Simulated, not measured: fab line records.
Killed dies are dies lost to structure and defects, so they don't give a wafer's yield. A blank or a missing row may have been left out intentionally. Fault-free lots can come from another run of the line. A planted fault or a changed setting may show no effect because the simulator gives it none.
Lot-split experiment :: flow n5-finfet :: route with 1938 steps; 7 lots, 39 wafers read

THE SPLIT ITSELF
At N5_DUMMY_GATE_ETCH_32 (etches SiO2 in CF4, target depth 3.5 nm, time 3.9 s), the setting time-s was moved away from the recipe's 3.9 s on 15 of the 39 wafers read, by -23.4% to +20.2%. The other wafers ran this setting at the recipe's value.

Reading taken at the split's own step.

THE READING
etch.depth-nm (the simulator's own value, which no gauge read), in nm, at N5_DUMMY_GATE_ETCH_32 (etches SiO2 in CF4, target depth 3.5 nm, time 3.9 s). There is no usual value for it anywhere in the file. The 24 wafers here that ran the recipe average 3.521 nm, standard deviation 0.043 nm.

wafer: L074.2
tool, chamber at the split: rie-si-03, 1
time-s as run, s: 3.9
against the recipe: recipe
etch.depth-nm, nm: 3.528
against lot-mates on the recipe: -

wafer: L074.3
tool, chamber at the split: rie-si-03, 3
time-s as run, s: 3.9
against the recipe: recipe
etch.depth-nm, nm: 3.561
against lot-mates on the recipe: -

wafer: L074.6
tool, chamber at the split: rie-si-03, 2
time-s as run, s: 3.9
against the recipe: recipe
etch.depth-nm, nm: 3.534
against lot-mates on the recipe: -

wafer: L082.1
tool, chamber at the split: rie-si-05, 1
time-s as run, s: 3.144
against the recipe: -19.4%
etch.depth-nm, nm: 2.822
against lot-mates on the recipe: -0.693

wafer: L082.2
tool, chamber at the split: rie-si-05, 0
time-s as run, s: 3.9
against the recipe: recipe
etch.depth-nm, nm: 3.497
against lot-mates on the recipe: -

wafer: L082.3
tool, chamber at the split: rie-si-05, 2
time-s as run, s: 3.144
against the recipe: -19.4%
etch.depth-nm, nm: 2.85
against lot-mates on the recipe: -0.665

wafer: L082.4
tool, chamber at the split: rie-si-05, 3
time-s as run, s: 3.9
against the recipe: recipe
etch.depth-nm, nm: 3.547
against lot-mates on the recipe: -

wafer: L082.5
tool, chamber at the split: rie-si-05, 1
time-s as run, s: 3.9
against the recipe: recipe
etch.depth-nm, nm: 3.5
against lot-mates on the recipe: -

wafer: L082.6
tool, chamber at the split: rie-si-05, 0
time-s as run, s: 3.144
against the recipe: -19.4%
etch.depth-nm, nm: 2.812
against lot-mates on the recipe: -0.703

wafer: L088.1
tool, chamber at the split: rie-si-03, 1
time-s as run, s: 3.304
against the recipe: -15.3%
etch.depth-nm, nm: 3.016
against lot-mates on the recipe: -0.520

wafer: L088.2
tool, chamber at the split: rie-si-03, 0
time-s as run, s: 3.9
against the recipe: recipe
etch.depth-nm, nm: 3.45
against lot-mates on the recipe: -

wafer: L088.3
tool, chamber at the split: rie-si-03, 3
time-s as run, s: 3.9
against the recipe: recipe
etch.depth-nm, nm: 3.601
against lot-mates on the recipe: -

wafer: L088.4
tool, chamber at the split: rie-si-03, 2
time-s as run, s: 3.304
against the recipe: -15.3%
etch.depth-nm, nm: 3.004
against lot-mates on the recipe: -0.532

wafer: L088.5
tool, chamber at the split: rie-si-03, 0
time-s as run, s: 3.304
against the recipe: -15.3%
etch.depth-nm, nm: 2.911
against lot-mates on the recipe: -0.625

wafer: L088.6
tool, chamber at the split: rie-si-03, 1
time-s as run, s: 3.9
against the recipe: recipe
etch.depth-nm, nm: 3.558
against lot-mates on the recipe: -

wafer: L090.1
tool, chamber at the split: rie-si-04, 1
time-s as run, s: 4.315
against the recipe: +10.6%
etch.depth-nm, nm: 3.875
against lot-mates on the recipe: +0.350

wafer: L090.2
tool, chamber at the split: rie-si-04, 0
time-s as run, s: 3.9
against the recipe: recipe
etch.depth-nm, nm: 3.563
against lot-mates on the recipe: -

wafer: L090.3
tool, chamber at the split: rie-si-04, 3
time-s as run, s: 3.9
against the recipe: recipe
etch.depth-nm, nm: 3.504
against lot-mates on the recipe: -

wafer: L090.4
tool, chamber at the split: rie-si-04, 2
time-s as run, s: 4.315
against the recipe: +10.6%
etch.depth-nm, nm: 3.914
against lot-mates on the recipe: +0.389

wafer: L090.5
tool, chamber at the split: rie-si-04, 1
time-s as run, s: 3.9
against the recipe: recipe
etch.depth-nm, nm: 3.508
against lot-mates on the recipe: -

wafer: L090.6
tool, chamber at the split: rie-si-04, 2
time-s as run, s: 4.315
against the recipe: +10.6%
etch.depth-nm, nm: 3.912
against lot-mates on the recipe: +0.387

wafer: L092.1
tool, chamber at the split: rie-si-04, 2
time-s as run, s: 3.9
against the recipe: recipe
etch.depth-nm, nm: 3.551
against lot-mates on the recipe: -

wafer: L092.2
tool, chamber at the split: rie-si-04, 1
time-s as run, s: 3.9
against the recipe: recipe
etch.depth-nm, nm: 3.521
against lot-mates on the recipe: -

wafer: L092.3
tool, chamber at the split: rie-si-04, 0
time-s as run, s: 3.9
against the recipe: recipe
etch.depth-nm, nm: 3.556
against lot-mates on the recipe: -

wafer: L092.4
tool, chamber at the split: rie-si-04, 3
time-s as run, s: 3.9
against the recipe: recipe
etch.depth-nm, nm: 3.501
against lot-mates on the recipe: -

wafer: L092.5
tool, chamber at the split: rie-si-04, 2
time-s as run, s: 3.9
against the recipe: recipe
etch.depth-nm, nm: 3.547
against lot-mates on the recipe: -

wafer: L092.6
tool, chamber at the split: rie-si-04, 1
time-s as run, s: 3.9
against the recipe: recipe
etch.depth-nm, nm: 3.523
against lot-mates on the recipe: -

wafer: L093.1
tool, chamber at the split: rie-si-03, 3
time-s as run, s: 2.986
against the recipe: -23.4%
etch.depth-nm, nm: 2.697
against lot-mates on the recipe: -0.747

wafer: L093.2
tool, chamber at the split: rie-si-03, 2
time-s as run, s: 2.986
against the recipe: -23.4%
etch.depth-nm, nm: 2.685
against lot-mates on the recipe: -0.759

wafer: L093.3
tool, chamber at the split: rie-si-03, 1
time-s as run, s: 3.9
against the recipe: recipe
etch.depth-nm, nm: 3.502
against lot-mates on the recipe: -

wafer: L093.4
tool, chamber at the split: rie-si-03, 0
time-s as run, s: 3.9
against the recipe: recipe
etch.depth-nm, nm: 3.417
against lot-mates on the recipe: -

wafer: L093.5
tool, chamber at the split: rie-si-03, 0
time-s as run, s: 3.9
against the recipe: recipe
etch.depth-nm, nm: 3.414
against lot-mates on the recipe: -

wafer: L093.6
tool, chamber at the split: rie-si-03, 1
time-s as run, s: 2.986
against the recipe: -23.4%
etch.depth-nm, nm: 2.684
against lot-mates on the recipe: -0.760

wafer: L096.1
tool, chamber at the split: rie-si-05, 3
time-s as run, s: 3.9
against the recipe: recipe
etch.depth-nm, nm: 3.531
against lot-mates on the recipe: -

wafer: L096.2
tool, chamber at the split: rie-si-05, 2
time-s as run, s: 4.689
against the recipe: +20.2%
etch.depth-nm, nm: 4.191
against lot-mates on the recipe: +0.653

wafer: L096.3
tool, chamber at the split: rie-si-05, 1
time-s as run, s: 3.9
against the recipe: recipe
etch.depth-nm, nm: 3.541
against lot-mates on the recipe: -

wafer: L096.4
tool, chamber at the split: rie-si-05, 0
time-s as run, s: 4.689
against the recipe: +20.2%
etch.depth-nm, nm: 4.241
against lot-mates on the recipe: +0.703

wafer: L096.5
tool, chamber at the split: rie-si-05, 2
time-s as run, s: 4.689
against the recipe: +20.2%
etch.depth-nm, nm: 4.24
against lot-mates on the recipe: +0.702

wafer: L096.6
tool, chamber at the split: rie-si-05, 3
time-s as run, s: 3.9
against the recipe: recipe
etch.depth-nm, nm: 3.542
against lot-mates on the recipe: -

FIT RESULTS
A straight line over all 39 wafers: etch.depth-nm changes by +0.0354 nm for each +1% of time-s; r = +1.00; the points scatter about the line by 0.039 nm.
The same after taking each lot's own level away (the mean of its wafers on the recipe; 39 wafers): +0.0342 nm for each +1%; r = +1.00; scatter 0.035 nm.
That fit puts the effect of the largest move of time-s on the reading at 0.8 nm.
Across the lots, their own levels run from 3.4443 to 3.5410 nm, a range of 2.2 times the standard deviation given above.
The two slopes agree, so the slope changes little with the lot-to-lot level.
Check: with one of the wafers moved furthest among these (-23.4%) left out of the fit, the line predicts -0.809 nm for it against its lot-mates. Against them it came out at -0.747 nm.

FURTHER SPLITS ON THESE WAFERS
Before the reading, these wafers also passed through other splits. Each is held against what the fit with the lots' levels taken away leaves over:
other split on the same wafers: N5_FIN_SAQP_ALD_61 ald-cycles
wafers away from the commonest value: 18
r with etch.depth-nm (lot level and that fit taken away): +0.19

other split on the same wafers: N5_FIN_CUT_CUT_ETCH_15 target-depth-a
wafers away from the commonest value: 18
r with etch.depth-nm (lot level and that fit taken away): +0.35

other split on the same wafers: N5_DUMMY_GATE_ALD_02 target-thk-a
wafers away from the commonest value: 15
r with etch.depth-nm (lot level and that fit taken away): -0.28

other split on the same wafers: N5_DUMMY_GATE_ETCH_37 source-w
wafers away from the commonest value: 9
r with etch.depth-nm (lot level and that fit taken away): -0.32

THE FILE'S OWN FIT
etch.depth-nm changes by +0.0342 nm for each +1% of time-s, r = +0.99.
